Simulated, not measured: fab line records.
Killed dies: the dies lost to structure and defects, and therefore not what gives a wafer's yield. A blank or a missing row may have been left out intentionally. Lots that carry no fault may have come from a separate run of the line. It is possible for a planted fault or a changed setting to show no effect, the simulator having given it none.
Chamber matching    flow n5_finfet    rie_diel-05 running N5_BEOL_M1_STRIP_36: 4 sister chambers
The step strips in N2/H2. 4 wafers are shown with their chamber, then 6 later ones without.

## WAFERS WITH THEIR CHAMBER
wafer   chamber  showerhead_plenum_p_Torr (Torr)
L086.1  2        2.60
L086.5  3        2.63
L088.1  0        2.43
L088.3  1        2.40

## WAFERS WHOSE CHAMBER IS MISSING
wafer   showerhead_plenum_p_Torr (Torr)
L088.4  2.40
L094.2  2.43
L094.5  2.40
L096.1  2.40
L096.3  2.59
L096.5  2.40

## CHAMBER TAKEN BY EACH
wafer   from the rows above  in truth
L088.4  1                    1
L094.2  0                    0
L094.5  1                    1
L096.1  1                    1
L096.3  2                    2
L096.5  1                    1
Placed correctly: 6 of 6. Left unplaced by these rows: 0. Number placed wrongly: 0.
How it was worked out, from the rows above alone: a wafer's distance from a chamber is the root of the sum, over the readings, of the square of ((its reading less the chamber's mean) divided by the reading's scatter). If the next closest chamber is less than 2 further off than the closest, the wafer can't be placed; otherwise it belongs to the closest. The mean given for a chamber averages the wafers shown for that chamber. The scatter: root of mean squared gap, hidden wafer to nearest shown wafer, with one shown wafer a chamber.
